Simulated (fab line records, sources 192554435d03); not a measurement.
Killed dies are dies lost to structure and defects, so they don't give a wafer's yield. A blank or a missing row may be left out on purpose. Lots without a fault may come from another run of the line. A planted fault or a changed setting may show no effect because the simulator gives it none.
fab line records | flow n5_finfet
record lots=5 wafers=15 last_day=19
route steps=1938 shown GATE_CUT@474
lots that met no fault: from a run of the same line without faults
start_h: hours from the record's first day to the start of the lot's first wafer shown | wait_h: hours since the lot's step before | " the same as in the row above | L1.1+2: a row that stands for several wafers | - no value, or no start given | * or withheld: withheld | < > ~ a bound
route shown NAME@n: a module of which the file shows steps, and the number in the route of the first | usual: mean/standard deviation of fault-free wafers | same: alike in all rows | chamber/n: place in a boat | sites: the reading at each site | _std_site: their standard deviation | _edge_site: outer sites' mean less inner sites' | radius_mm: how far each site lies from the wafer's centre | mask NAME#n: copy n | behind: the tool/chamber that last shaped the wafer | hold: why the lot was held/for how many hours/how that ended | device: the transistor (n, p or np) that didn't switch | end of line: the same wafers' tests at the end of the route | a step without rows: its recipe alone | killed: dies lost to structure and defects at the first sort, not the wafer's yield | map: a wafer's dies, x killed, . not, _ none there
set.NAME: the setting as run; set.NAME@STEP: as run at that earlier step | model.NAME: the simulator's own value behind a step, which no gauge read
lots at some steps of the route; a table a step, a row a wafer
services: from which hour (start_h, from the record's first day; less than 0 if before it) a tool's chamber was out of use, for how many hours, and why
## steps
# step N5_GATE_CUT_PECVD_57
# recipe material=SiNx target_thk_a=210 temp_c=400 precursor=SiH4/NH3/N2 pressure_torr=1.5 rf_w=300
# usual heater_power_outer_w=425/80 heater_power_w=701/110 showerhead_plenum_p_Torr=5.11/0.055 throttle_valve_pct=40.2/1.9
# columns lot.wafer tool chamber start_h wait_h heater_power_outer_w heater_power_w showerhead_plenum_p_Torr since_wet_clean_h throttle_valve_pct
L082.1 pecvd-01 1 129.03 1.1 350 645 5.13 1558 40.7
L082.3 " 2 " " 393 637 5.13 79 39.5
L082.6 " 0 " " 391 693 5.07 - 37.3
L087.1 pecvd-03 1 164.76 1.1 502 786 5.15 1775 41.7
L087.3 " 2 " " 617 1008 5.14 296 38.5
L087.6 " 2 " " 619 986 5.15 - 38.3
L091.2 pecvd-02 2 184.45 1.1 310 553 5.00 2157 39.5
L091.4 " 1 " " 506 794 5.11 - 42.0
L091.5 " 2 " " 313 533 4.99 - 40.0
L096.1 pecvd-01 2 220.98 1.1 377 608 5.12 171 39.6
L096.2 " 1 " " 370 665 5.14 1650 41.1
L096.3 " 0 " " 448 747 5.08 925 37.5
L097.2 pecvd-02 0 224.08 1.1 420 710 5.17 747 38.5
L097.4 " 0 " " 438 704 5.17 - 38.5
L097.5 " 0 " " 425 686 5.17 - 38.3
# step N5_GATE_CUT_CMP_02
# recipe stop_on=SiO2 t_overpolish_s=12.7 post_cmp_clean=alkaline_brush down_force_psi=2.5 platen_rpm=51.8 pad_velocity_m_s=1.0307 target_thk_nm=0
# usual edge_zone_pressure_frac=1.000/0.0046 motor_current_A=8.7/0.78 overpolish_run_s=12.700/0.0081 time_to_endpoint_s=25.8/2
# columns lot.wafer tool chamber start_h wait_h edge_zone_pressure_frac motor_current_A overpolish_run_s time_to_endpoint_s
L082.1 cmp-03 2 129.14 0.1 0.995 8.6 12.705 24.7
L082.3 " 0 " " 1.007 8.7 12.703 28.8
L082.6 " 1 " " 1.002 9.1 12.708 24.9
L087.3 cmp-03 2 165.27 0.5 1.004 8.7 12.692 28.1
L087.1 " 3 " " 0.993 10.8 12.678 29.8
L087.6 " 1 " " 0.997 9.2 12.706 26.3
L091.4 cmp-03 3 184.66 0.2 1.002 10.6 12.704 27.8
L091.2 " 0 " " 0.998 8.5 12.696 28.3
L091.5 " 2 " " 0.994 8.9 12.700 28.7
L096.1 cmp-02 3 221.06 0.1 1.000 8.1 12.706 25.4
L096.3 " 0 " " 0.997 7.6 12.711 25.3
L096.2 " 1 " " 0.998 9.1 12.711 27.4
L097.4 cmp-02 0 224.25 0.1 0.996 7.6 12.677 23.6
L097.2 " 1 " " 1.002 8.8 12.708 26.7
L097.5 " 3 " " 1.002 7.1 12.705 25.7
# step N5_GATE_CUT_HM_DEP_46
# recipe material=SiO2 target_thk_a=1300 temp_c=400 precursor=TEOS/O2 pressure_torr=6.5 rf_w=900 teos_flow_sccm=161.4 gas=O2 flow_sccm=2650 time_s=26.6
# usual heater_power_outer_w=292/86 heater_power_w=524/120 showerhead_plenum_p_Torr=8.332/0.027 throttle_valve_pct=18.9/1
# same time_s=26.6
# columns lot.wafer tool chamber start_h wait_h heater_power_outer_w heater_power_w showerhead_plenum_p_Torr since_wet_clean_h throttle_valve_pct
L082.1 pecvd-01 2 129.44 0.0 238 414 8.332 79 18.6
L082.3 " 1 " " 163 383 8.380 1558 18.9
L082.6 " 0 " " 296 547 8.279 - 17.4
L087.1 pecvd-03 1 165.77 0.0 346 574 8.345 1776 19.4
L087.3 " 0 " " 277 497 8.340 1051 20.8
L087.6 " 0 " " 270 509 8.345 - 20.8
L091.2 pecvd-02 2 184.95 0.0 154 318 8.256 2158 18.8
L091.4 " 2 " " 157 330 8.280 - 18.6
L091.5 " 1 " " 318 547 8.339 - 19.4
L096.1 pecvd-01 1 221.39 0.0 202 432 8.330 1650 19.1
L096.2 " 2 " " 263 442 8.326 171 18.7
L096.3 " 0 " " 278 511 8.320 925 17.5
L097.2 pecvd-02 0 224.50 0.0 272 498 8.369 747 18.0
L097.4 " 0 " " 274 500 8.355 - 17.9
L097.5 " 0 " " 287 508 8.334 - 17.8
# step N5_GATE_CUT_COAT_34
# recipe resist=SOC temp_c=250 time_s=60 spin_rpm=1500 resist_thk_nm=60
# same time_s=60
# columns lot.wafer tool chamber start_h wait_h
L082.1+3+6 litho_track-01 0 129.50 0.0
L087.1+3+6 litho_track-04 0 165.83 0.0
L091.2+4+5 litho_track-04 0 185.02 0.0
L096.1+2+3 litho_track-05 0 221.45 0.0
L097.2+4+5 litho_track-05 0 224.59 0.1
# step N5_GATE_CUT_COAT_35
# recipe resist=SiARC temp_c=220 time_s=60 spin_rpm=1500 resist_thk_nm=10
# same time_s=60
# columns lot.wafer tool chamber start_h wait_h
L082.1+3+6 litho_track-01 0 - -
L087.1+3+6 litho_track-04 0 - -
L091.2+4+5 litho_track-04 0 - -
L096.1+2+3 litho_track-05 0 - -
L097.2+4+5 litho_track-05 0 - -
# step N5_GATE_CUT_COAT_27
# recipe resist=underlayer temp_c=205 time_s=60 spin_rpm=1500 resist_thk_nm=10
# same time_s=60
# columns lot.wafer tool chamber start_h wait_h
L082.1+3+6 litho_track-01 0 - -
L087.1+3+6 litho_track-04 0 - -
L091.2+4+5 litho_track-04 0 - -
L096.1+2+3 litho_track-05 0 - -
L097.2+4+5 litho_track-05 0 - -
# step N5_GATE_CUT_COAT_07
# recipe resist=CAR-EUV spin_rpm=1500 resist_thk_nm=30
# columns lot.wafer tool chamber start_h wait_h
L082.1+3+6 litho_track-01 0 - -
L087.1+3+6 litho_track-04 0 - -
L091.2+4+5 litho_track-04 0 - -
L096.1+2+3 litho_track-05 0 - -
L097.2+4+5 litho_track-05 0 - -
# step N5_GATE_CUT_EBR_09
# recipe solvent=PGMEA ebr_width_mm=1.5
# columns lot.wafer tool chamber start_h wait_h
L082.1+3+6 litho_track-01 0 - -
L087.1+3+6 litho_track-04 0 - -
L091.2+4+5 litho_track-04 0 - -
L096.1+2+3 litho_track-05 0 - -
L097.2+4+5 litho_track-05 0 - -
# step N5_GATE_CUT_SOFTBAKE_08
# recipe temp_c=110 time_s=60 resist=CAR-EUV
# same time_s=60
# columns lot.wafer tool chamber start_h wait_h
L082.1+3+6 litho_track-01 0 - -
L087.1+3+6 litho_track-04 0 - -
L091.2+4+5 litho_track-04 0 - -
L096.1+2+3 litho_track-05 0 - -
L097.2+4+5 litho_track-05 0 - -
# step N5_GATE_CUT_EXPOSE_10
# recipe mask_id=GATE_CUT na=0.33 source_shape=annular sigma_inner=0.35 sigma_outer=0.8 polarization=unpolarized target_cd_nm=20 dose_mj=43.25
# columns lot.wafer tool chamber start_h wait_h mask
L082.1+3+6 euv_scanner-02 0 129.64 - GATE_CUT#0
L087.1+3+6 euv_scanner-01 0 166.09 - GATE_CUT#0
L091.2+4+5 euv_scanner-01 0 185.16 - GATE_CUT#0
L096.1+2+3 euv_scanner-01 0 221.72 - GATE_CUT#0
L097.2+4+5 euv_scanner-01 0 224.74 - GATE_CUT#0
# step N5_GATE_CUT_PEB_11
# recipe peb_temp_c=100 peb_time_s=60 resist=CAR-EUV
# columns lot.wafer tool chamber start_h wait_h
L082.1+3+6 litho_track-04 0 129.70 0.1
L087.1+3+6 litho_track-01 0 166.16 0.1
L091.2+4+5 litho_track-01 0 185.22 0.1
L096.1+2+3 litho_track-04 0 221.78 0.1
L097.2+4+5 litho_track-01 0 224.79 0.1
# step N5_GATE_CUT_DEVELOP_12
# recipe develop_time_s=30 developer=TMAH resist=CAR-EUV rinse_liquid=surfactant_rinse dry=air_spin dev_temp_c=23
# columns lot.wafer tool chamber start_h wait_h
L082.1+3+6 litho_track-04 0 - -
L087.1+3+6 litho_track-01 0 - -
L091.2+4+5 litho_track-01 0 - -
L096.1+2+3 litho_track-04 0 - -
L097.2+4+5 litho_track-01 0 - -
# step N5_GATE_CUT_CD_MEAS_13
# recipe target_cd_nm=20 landing_energy_ev=500 detector=se_inlens
# usual cd_nm=19.99/0.28
# columns lot.wafer tool chamber start_h wait_h cd_nm
L082.1 cd_sem-02 0 129.77 - 20.03
L082.3 " 0 " " 20.20
L082.6 " 0 " " 20.22
L087.1 cd_sem-01 0 166.23 - 20.56
L087.3 " 0 " " 20.51
L087.6 " 0 " " 20.43
L091.2 cd_sem-03 0 185.29 - 19.70
L091.4 " 0 " " 19.79
L091.5 " 0 " " 19.88
L096.1 cd_sem-01 0 221.85 - 20.02
L096.2 " 0 " " 20.30
L096.3 " 0 " " 20.28
L097.2 cd_sem-02 0 224.86 - 20.02
L097.4 " 0 " " 19.40
L097.5 " 0 " " 19.51
# step N5_GATE_CUT_OVL_MEAS_14
# recipe points_per_wafer=522
# usual GATE_CUT_OVL=-0.5/0.71
# same points_per_wafer=522
# columns lot.wafer tool chamber start_h wait_h GATE_CUT_OVL[nm]
L082.1 overlay-02 0 129.80 0.0 -0.2
L082.3 " 0 " " -0.9
L082.6 " 0 " " 0.3
L087.1 overlay-02 0 166.26 0.0 0.1
L087.3 " 0 " " -1.0
L087.6 " 0 " " 0.7
L091.2 overlay-02 0 185.32 0.0 0.3
L091.4 " 0 " " 0.1
L091.5 " 0 " " 0.3
L096.1 overlay-01 0 221.88 0.0 -0.5
L096.2 " 0 " " -0.9
L096.3 " 0 " " -0.8
L097.2 overlay-01 0 224.90 0.0 -0.7
L097.4 " 0 " " -0.1
L097.5 " 0 " " 0.9
# step N5_GATE_CUT_INSPECT_15
# recipe mode=adi inspect_instrument=brightfield
# usual raw_defect_count=135/41
# columns lot.wafer tool chamber start_h wait_h raw_defect_count
L082.1 defect_inspect-02 - 129.86 0.1 106
L082.3 " - " " 130
L082.6 " - " " 101
L087.1 defect_inspect-01 - 166.52 0.3 61
L087.3 " - " " 115
L087.6 " - " " 106
L091.2 defect_inspect-02 - 185.37 0.0 110
L091.4 " - " " 163
L091.5 " - " " 102
L096.1 defect_inspect-01 - 221.94 0.1 148
L096.2 " - " " 110
L096.3 " - " " 104
L097.2 defect_inspect-01 - 224.95 0.0 91
L097.4 " - " " 209
L097.5 " - " " 104
# step N5_GATE_CUT_DESCUM_18
# recipe chemistry=O2 time_s=7 source_power_w=50 bias_power_w=20 pressure_mtorr=20 rf_frequency_hz=2.712e+07 temp_c=40 resist=CAR-EUV o2_flow_sccm=225
# usual drypump_motor_current_A=5.5/0.38 oes_product_au=0.80/0.084 rf_vpp_V=243.4/1.1 showerhead_plenum_p_Torr=2.10/0.049 throttle_valve_pct=20.40/0.23
# same time_s=7
# columns lot.wafer tool chamber start_h wait_h drypump_motor_current_A oes_product_au rf_hours_counter_h rf_vpp_V showerhead_plenum_p_Torr throttle_valve_pct
L082.1 rie_diel-03 3 129.89 0.0 5.4 0.77 134 242.7 2.09 20.59
L082.3 " 2 " " 5.7 0.71 171 245.7 2.17 20.13
L082.6 " 1 " " 5.1 0.83 - 243.6 2.12 20.20
L087.1 rie_diel-05 2 166.55 0.0 5.8 0.81 97 244.1 2.10 20.68
L087.3 " 0 " " 4.9 0.69 215 242.7 2.07 20.66
L087.6 " 0 " " 4.9 0.69 - 243.0 2.07 20.69
L091.2 rie_diel-03 2 185.46 0.1 5.8 0.71 186 244.8 2.16 20.16
L091.4 " 3 " " 5.4 0.76 146 243.4 2.08 20.61
L091.5 " 3 " " 5.4 0.76 - 243.1 2.08 20.61
L096.1 rie_diel-05 1 221.97 0.0 4.9 0.84 70 242.2 2.04 20.21
L096.2 " 0 " " 4.9 0.68 232 241.0 2.06 20.72
L096.3 " 2 " " 5.9 0.80 112 243.3 2.09 20.70
L097.2 rie_diel-06 2 224.98 0.0 5.8 0.77 119 243.6 2.11 20.54
L097.4 " 3 " " 5.1 0.97 8 243.0 2.05 20.39
L097.5 " 2 " " 5.8 0.78 - 242.5 2.11 20.54
# step N5_GATE_CUT_ETCH_28
# recipe chemistry=N2/H2 target=underlayer target_depth_a=130 mask_material=CAR-EUV time_s=10.4 ion_energy_ev=200 pressure_mtorr=30 source_w=840 bias_w=150 n2_flow_sccm=200 h2_flow_sccm=200 ends=cleared
# usual bias_w=149.9/0.48 drypump_motor_current_A=5.5/0.38 etch_rf_on_time_s=10.37/0.18 oes_product_au=0.68/0.071 rf_vpp_V=524.2/1.9 showerhead_plenum_p_Torr=2.55/0.058 throttle_valve_pct=17.82/0.25
# columns lot.wafer tool chamber start_h wait_h bias_w drypump_motor_current_A etch_rf_on_time_s oes_product_au rf_hours_counter_h rf_vpp_V showerhead_plenum_p_Torr throttle_valve_pct
L082.1 rie_diel-03 3 129.93 0.0 150.4 5.4 10.41 0.65 134 522.8 2.55 18.12
L082.3 " 2 " " 150.0 5.8 10.61 0.61 171 527.8 2.63 17.56
L082.6 " 1 " " 149.2 5.1 10.47 0.71 - 524.1 2.57 17.62
L087.1 rie_diel-05 2 166.58 0.0 150.5 5.8 10.30 0.70 97 524.7 2.56 18.12
L087.3 " 0 " " 150.1 4.9 10.48 0.60 215 522.9 2.52 18.09
L087.6 " 0 " " 149.5 4.9 10.56 0.59 - 522.5 2.52 18.11
L091.2 rie_diel-03 2 185.50 0.0 150.0 5.8 10.62 0.60 186 527.0 2.62 17.57
L091.4 " 3 " " 149.8 5.4 10.18 0.66 146 523.2 2.55 18.14
L091.5 " 3 " " 149.5 5.4 10.16 0.65 - 522.8 2.55 18.14
L096.1 rie_diel-05 1 222.01 0.0 150.8 5.0 10.31 0.73 70 522.6 2.47 17.56
L096.2 " 0 " " 150.3 4.9 10.51 0.58 232 523.4 2.51 18.13
L096.3 " 2 " " 150.6 5.8 10.27 0.69 112 523.1 2.56 18.16
L097.2 rie_diel-06 2 225.02 0.0 150.6 5.8 10.10 0.66 119 525.3 2.56 17.93
L097.4 " 3 " " 148.9 5.2 10.18 0.82 8 521.0 2.48 17.67
L097.5 " 2 " " 150.0 5.8 10.16 0.66 - 526.1 2.56 17.95
# step N5_GATE_CUT_ETCH_36
# recipe chemistry=CF4 target=SiARC target_depth_a=130 mask_material=CAR-EUV time_s=21.7 ion_energy_ev=80 pressure_mtorr=40 source_w=545 bias_w=36 Ar_flow_sccm=100 cf4_flow_sccm=100 ends=cleared
# usual bias_w=35.99/0.11 drypump_motor_current_A=5.5/0.37 etch_rf_on_time_s=21.7/0.39 oes_product_au=0.68/0.073 rf_vpp_V=184.2/1 showerhead_plenum_p_Torr=2.15/0.049 throttle_valve_pct=15.60/0.25
# columns lot.wafer tool chamber start_h wait_h bias_w drypump_motor_current_A etch_rf_on_time_s oes_product_au rf_hours_counter_h rf_vpp_V showerhead_plenum_p_Torr throttle_valve_pct
L082.1 rie_diel-03 3 129.95 0.0 35.81 5.4 21.5 0.66 134 184.6 2.14 15.84
L082.3 " 2 " " 36.01 5.7 22.0 0.61 171 184.7 2.22 15.42
L082.6 " 1 " " 35.92 5.1 21.8 0.71 - 183.1 2.17 15.36
L087.1 rie_diel-05 2 166.60 0.0 35.86 5.8 21.5 0.70 97 184.0 2.16 15.89
L087.3 " 0 " " 35.84 4.9 22.0 0.60 215 184.8 2.12 15.91
L087.6 " 0 " " 35.87 4.9 22.2 0.59 - 184.1 2.12 15.92
L091.2 rie_diel-03 2 185.51 0.0 35.90 5.8 22.2 0.60 186 184.5 2.22 15.47
L091.4 " 3 " " 35.92 5.4 21.5 0.65 146 183.6 2.14 15.88
L091.5 " 3 " " 36.18 5.4 21.5 0.65 - 183.3 2.14 15.85
L096.1 rie_diel-05 1 222.03 0.0 35.94 4.9 21.7 0.72 70 182.0 2.08 15.35
L096.2 " 0 " " 35.92 4.9 22.1 0.58 232 182.8 2.12 15.92
L096.3 " 2 " " 36.15 5.8 21.4 0.68 112 183.9 2.16 15.92
L097.2 rie_diel-06 2 225.04 0.0 36.06 5.8 21.1 0.66 119 185.5 2.15 15.69
L097.4 " 3 " " 36.01 5.2 21.1 0.83 8 182.7 2.10 15.48
L097.5 " 2 " " 36.03 5.8 21.2 0.66 - 184.5 2.15 15.72
# step N5_GATE_CUT_ETCH_37
# recipe chemistry=N2/H2 target=SOC target_depth_a=600 overetch_a=120 mask_material=SiARC temp_c=40 time_s=90 ion_energy_ev=200 pressure_mtorr=30 source_w=840 bias_w=150 n2_flow_sccm=200 h2_flow_sccm=200
# usual bias_w=150.0/0.47 drypump_motor_current_A=5.5/0.38 oes_product_au=0.71/0.071 rf_vpp_V=524.3/2 showerhead_plenum_p_Torr=2.55/0.058 throttle_valve_pct=17.79/0.25
# same time_s=90
# columns lot.wafer tool chamber start_h wait_h bias_w drypump_motor_current_A oes_product_au rf_hours_counter_h rf_vpp_V showerhead_plenum_p_Torr throttle_valve_pct
L082.1 rie_diel-03 3 129.97 0.0 149.7 5.4 0.68 134 525.2 2.55 18.08
L082.3 " 2 " " 150.4 5.8 0.64 171 526.6 2.63 17.53
L082.6 " 1 " " 149.9 5.1 0.74 - 523.9 2.57 17.60
L087.1 rie_diel-05 2 166.63 0.0 150.6 5.9 0.73 97 525.2 2.56 18.09
L087.3 " 0 " " 149.7 4.9 0.63 215 523.4 2.52 18.09
L087.6 " 0 " " 149.4 4.9 0.63 - 522.9 2.52 18.07
L091.2 rie_diel-03 2 185.54 0.0 150.1 5.8 0.64 186 526.8 2.62 17.55
L091.4 " 3 " " 149.9 5.4 0.68 146 525.6 2.55 18.12
L091.5 " 3 " " 149.6 5.5 0.68 - 523.4 2.55 18.12
L096.1 rie_diel-05 1 222.05 0.0 149.4 4.9 0.75 70 523.2 2.47 17.55
L096.2 " 0 " " 150.0 4.9 0.62 232 522.2 2.51 18.09
L096.3 " 2 " " 149.9 5.8 0.72 112 525.6 2.56 18.11
L097.2 rie_diel-06 2 225.06 0.0 149.3 5.9 0.68 119 523.4 2.56 17.89
L097.4 " 3 " " 150.3 5.2 0.85 8 522.5 2.49 17.65
L097.5 " 2 " " 150.2 5.8 0.69 - 525.1 2.56 17.90
# step N5_GATE_CUT_STRIP_38
# recipe chemistry=N2/H2 temp_c=40 n2_flow_sccm=200 h2_flow_sccm=200 rf_frequency_hz=6e+07
# columns lot.wafer tool chamber start_h wait_h
L082.1+3+6 rie_diel-03 3,2,1 130.04 0.0
L087.1+3+6 rie_diel-05 2,0,0 166.69 0.0
L091.2+4+5 rie_diel-03 2,3,3 185.60 0.0
L096.1+2+3 rie_diel-05 1,0,2 222.12 0.0
L097.2+4+5 rie_diel-06 2,3,2 225.13 0.0
# step N5_GATE_CUT_STRIP_39
# recipe chemistry=N2/H2 temp_c=40 n2_flow_sccm=200 h2_flow_sccm=200 rf_frequency_hz=6e+07
# columns lot.wafer tool chamber start_h wait_h
L082.1+3+6 rie_diel-03 3,2,1 130.05 0.0
L087.1+3+6 rie_diel-05 2,0,0 166.70 0.0
L091.2+4+5 rie_diel-03 2,3,3 185.61 0.0
L096.1+2+3 rie_diel-05 1,0,2 222.13 0.0
L097.2+4+5 rie_diel-06 2,3,2 225.14 0.0
# step N5_GATE_CUT_HM_OPEN_40
# recipe chemistry=C4F6/O2 target=SiO2 mask_material=SiARC target_depth_a=1390 time_s=85.1 ion_energy_ev=250 pressure_mtorr=30 source_w=345 bias_w=185 Ar_flow_sccm=300 C4F6_flow_sccm=10 O2_flow_sccm=10 ends=cleared
# usual bias_w=184.9/0.56 drypump_motor_current_A=5.5/0.38 etch_rf_on_time_s=93.7/1.8 oes_product_au=0.72/0.075 rf_vpp_V=665/7.1 showerhead_plenum_p_Torr=2.86/0.064 throttle_valve_pct=20.95/0.24
# columns lot.wafer tool chamber start_h wait_h bias_w drypump_motor_current_A etch_rf_on_time_s oes_product_au rf_hours_counter_h rf_vpp_V showerhead_plenum_p_Torr throttle_valve_pct
L082.1 rie_diel-03 3 130.06 0.0 184.3 5.5 92.5 0.69 134 658 2.86 21.21
L082.3 " 2 " " 184.8 5.8 96.3 0.65 171 669 2.95 20.67
L082.6 " 1 " " 184.2 5.1 96.5 0.75 - 670 2.89 20.74
L087.1 rie_diel-05 2 166.71 0.0 185.7 5.8 92.1 0.74 97 664 2.87 21.27
L087.3 " 0 " " 184.9 4.9 96.5 0.63 215 658 2.82 21.22
L087.6 " 0 " " 184.9 4.9 95.3 0.63 - 657 2.82 21.22
L091.2 rie_diel-03 2 185.62 0.0 185.3 5.8 94.3 0.64 186 669 2.94 20.69
L091.4 " 3 " " 184.6 5.4 94.3 0.69 146 656 2.85 21.24
L091.5 " 3 " " 185.1 5.4 94.2 0.68 - 657 2.85 21.25
L096.1 rie_diel-05 1 222.14 0.0 185.2 4.9 94.0 0.76 70 670 2.78 20.72
L096.2 " 0 " " 185.1 4.9 92.4 0.62 232 657 2.82 21.25
L096.3 " 2 " " 184.2 5.8 92.9 0.73 112 663 2.86 21.29
L097.2 rie_diel-06 2 225.15 0.0 184.6 5.8 89.1 0.69 119 665 2.87 21.05
L097.4 " 3 " " 184.1 5.1 90.0 0.87 8 662 2.79 20.87
L097.5 " 2 " " 184.4 5.8 91.9 0.70 - 665 2.87 21.03
# step N5_GATE_CUT_STRIP_41
# recipe chemistry=CF4 resist=SiARC power_w=300 bias_power_w=75 pressure_mtorr=50 cf4_flow_sccm=150 rf_frequency_hz=6e+07
# usual drypump_motor_current_A=5.5/0.37 oes_product_au=0.184/0.018 rf_vpp_V=271.2/1.2 showerhead_plenum_p_Torr=1.80/0.041 throttle_valve_pct=13.56/0.25
# columns lot.wafer tool chamber start_h wait_h drypump_motor_current_A oes_product_au rf_hours_counter_h rf_vpp_V showerhead_plenum_p_Torr throttle_valve_pct
L082.1 rie_diel-03 3 130.12 0.0 5.4 0.173 134 269.6 1.79 13.79
L082.3 " 2 " " 5.8 0.170 171 273.2 1.86 13.44
L082.6 " 1 " " 5.1 0.192 - 270.3 1.81 13.30
L087.1 rie_diel-05 2 166.78 0.0 5.8 0.184 97 271.5 1.82 13.86
L087.3 " 0 " " 4.9 0.163 215 270.6 1.78 13.90
L087.6 " 0 " " 4.9 0.166 - 272.4 1.78 13.88
L091.2 rie_diel-03 2 185.69 0.0 5.8 0.169 186 271.9 1.86 13.48
L091.4 " 3 " " 5.4 0.172 146 269.8 1.79 13.81
L091.5 " 3 " " 5.4 0.171 - 272.1 1.79 13.81
L096.1 rie_diel-05 1 222.20 0.0 4.9 0.197 70 269.4 1.74 13.30
L096.2 " 0 " " 4.9 0.160 232 271.5 1.77 13.94
L096.3 " 2 " " 5.8 0.192 112 270.7 1.81 13.89
L097.2 rie_diel-06 2 225.21 0.0 5.8 0.181 119 268.7 1.80 13.66
L097.4 " 3 " " 5.1 0.212 8 270.8 1.76 13.39
L097.5 " 2 " " 5.8 0.179 - 272.3 1.80 13.67
# step N5_GATE_CUT_STRIP_42
# recipe chemistry=O2 power_w=400 temp_c=40 pressure_mtorr=30 rf_frequency_hz=6e+07 bias_power_w=0 overash_fraction=0.3 o2_flow_sccm=225
# usual drypump_motor_current_A=5.5/0.38 oes_product_au=0.79/0.084 rf_vpp_V=3.6/0.47 showerhead_plenum_p_Torr=2.10/0.048 throttle_valve_pct=16.64/0.23
# columns lot.wafer tool chamber start_h wait_h drypump_motor_current_A oes_product_au rf_hours_counter_h rf_vpp_V showerhead_plenum_p_Torr throttle_valve_pct
L082.1 rie_diel-03 3 130.14 0.0 5.4 0.76 134 3.1 2.09 16.86
L082.3 " 2 " " 5.7 0.72 171 3.2 2.17 16.42
L082.6 " 1 " " 5.1 0.83 - 3.7 2.12 16.41
L087.1 rie_diel-05 2 166.80 0.0 5.8 0.82 97 3.2 2.10 16.88
L087.3 " 0 " " 4.9 0.69 215 3.6 2.07 16.96
L087.6 " 0 " " 4.9 0.69 - 4.6 2.07 16.93
L091.2 rie_diel-03 2 185.71 0.0 5.7 0.69 186 3.7 2.16 16.47
L091.4 " 3 " " 5.4 0.75 146 4.2 2.09 16.87
L091.5 " 3 " " 5.4 0.75 - 4.0 2.09 16.86
L096.1 rie_diel-05 1 222.22 0.0 4.9 0.85 70 3.6 2.04 16.44
L096.2 " 0 " " 4.9 0.68 232 4.0 2.07 16.98
L096.3 " 2 " " 5.8 0.80 112 3.4 2.10 16.92
L097.2 rie_diel-06 2 225.23 0.0 5.8 0.77 119 4.3 2.11 16.78
L097.4 " 3 " " 5.2 0.97 8 3.7 2.06 16.56
L097.5 " 2 " " 5.8 0.76 - 3.9 2.11 16.77
# step N5_GATE_CUT_ETCH_19
# recipe chemistry=CH3F/O2 target=SiNx mask_material=SiO2 target_depth_a=537 time_s=76.7 pressure_mtorr=30 source_w=395 bias_w=73 Ar_flow_sccm=150 CH3F_flow_sccm=30 O2_flow_sccm=20 ion_energy_ev=120 ends=cleared
# usual bias_w=73.03/0.21 drypump_motor_current_A=5.5/0.38 etch_rf_on_time_s=76.9/0.99 oes_product_au=0.68/0.071 rf_vpp_V=297/3.1 showerhead_plenum_p_Torr=2.01/0.047 throttle_valve_pct=16.35/0.24
# columns lot.wafer tool chamber start_h wait_h bias_w drypump_motor_current_A etch_rf_on_time_s oes_product_au rf_hours_counter_h rf_vpp_V showerhead_plenum_p_Torr throttle_valve_pct
L082.1 rie_diel-03 3 130.18 0.0 73.00 5.4 77.5 0.64 134 295 2.01 16.60
L082.3 " 2 " " 72.65 5.7 78.9 0.61 172 298 2.08 16.14
L082.6 " 1 " " 73.13 5.1 77.5 0.71 - 299 2.03 16.13
L087.1 rie_diel-05 2 166.84 0.0 72.93 5.8 75.9 0.70 97 295 2.02 16.63
L087.3 " 0 " " 72.83 4.9 78.0 0.59 215 294 1.98 16.65
L087.6 " 0 " " 73.22 4.9 77.3 0.60 - 294 1.98 16.65
L091.2 rie_diel-03 2 185.75 0.0 72.50 5.8 78.4 0.60 186 299 2.07 16.17
L091.4 " 3 " " 73.56 5.4 76.4 0.65 146 293 2.00 16.62
L091.5 " 3 " " 73.17 5.5 76.1 0.64 - 293 2.00 16.61
L096.1 rie_diel-05 1 222.26 0.0 72.81 5.0 77.8 0.72 70 300 1.95 16.12
L096.2 " 0 " " 72.99 4.9 78.0 0.58 232 293 1.98 16.68
L096.3 " 2 " " 73.30 5.8 76.5 0.69 113 296 2.01 16.65
L097.2 rie_diel-06 2 225.27 0.0 73.02 5.8 75.1 0.66 119 297 2.01 16.43
L097.4 " 3 " " 73.09 5.2 74.6 0.83 8 296 1.96 16.23
L097.5 " 2 " " 73.01 5.8 75.1 0.66 - 297 2.01 16.44
# step N5_GATE_CUT_CUT_ETCH_53
# recipe chemistry=SF6/Cl2 target=W mask_material=SiO2 target_depth_a=792 pressure_mtorr=8 icp_w=900 bias_w=80 SF6_flow_sccm=40 Cl2_flow_sccm=60 ends=cleared
# usual bias_w=80.01/0.24 drypump_motor_current_A=5.8/0.42 etch_rf_on_time_s=26.3/0.34 oes_product_au=0.72/0.072 throttle_valve_pct=28.84/0.18
# columns lot.wafer tool chamber start_h wait_h bias_w drypump_motor_current_A etch_rf_on_time_s oes_product_au rf_hours_counter_h throttle_valve_pct
L082.1 rie_metal-02 1 130.29 0.1 79.89 6.1 26.2 0.65 51 28.87
L082.3 " 1 " " 80.15 6.2 26.1 0.66 - 28.87
L082.6 " 1 " " 80.18 6.1 26.0 0.67 - 28.86
L087.1 rie_metal-02 0 166.94 0.1 80.03 5.6 25.9 0.68 46 28.62
L087.3 " 0 " " 80.05 5.6 26.0 0.69 - 28.63
L087.6 " 0 " " 79.85 5.6 26.1 0.69 - 28.63
L091.2 rie_metal-03 1 185.85 0.1 80.16 6.5 26.0 0.84 3 29.13
L091.4 " 1 " " 79.91 6.5 26.2 0.83 - 29.13
L091.5 " 0 " " 79.74 5.6 26.8 0.66 - 28.57
L096.1 rie_metal-02 0 222.36 0.1 80.25 5.7 25.8 0.69 48 28.63
L096.2 " 1 " " 79.97 6.1 25.9 0.65 57 28.88
L096.3 " 0 " " 80.51 5.6 25.9 0.69 - 28.64
L097.2 rie_metal-01 1 225.40 0.1 79.97 5.3 26.2 0.75 - 28.82
L097.4 " 1 " " 80.02 5.3 26.2 0.75 - 28.82
L097.5 " 1 " " 79.90 5.3 26.5 0.74 - 28.81
## services
# columns tool chamber start_h hours kind
euv_scanner-02 - 113.68 5.8 pm
rie_metal-02 0 129.10 1.5 repair
cmp-02 - 129.15 2.0 repair
pecvd-01 0 130.82 18.9 repair
rie_metal-01 - 136.82 1.2 repair
rie_metal-02 1 138.88 2.5 repair
rie_metal-02 0 142.22 4.0 repair
rie_diel-06 1 144.27 14.9 repair
euv_scanner-01 - 148.97 1.0 pm
rie_diel-03 3 152.15 13.5 repair
rie_diel-03 - 157.17 10.0 pm
euv_scanner-02 - 161.07 1.0 pm
pecvd-01 - 168.97 1.6 repair
rie_metal-02 - 175.48 15.6 pm
rie_diel-05 3 175.74 3.6 repair
cmp-02 - 184.37 4.0 pm
cmp-03 - 186.39 4.2 pm
rie_metal-02 - 191.08 4.3 pm
rie_metal-02 - 200.62 0.2 repair
euv_scanner-01 - 205.15 1.0 pm
rie_diel-03 0 209.33 4.7 repair
pecvd-03 1 210.96 3.6 repair
euv_scanner-02 - 217.22 1.0 pm
rie_metal-02 - 224.15 0.5 repair
## key
fault none
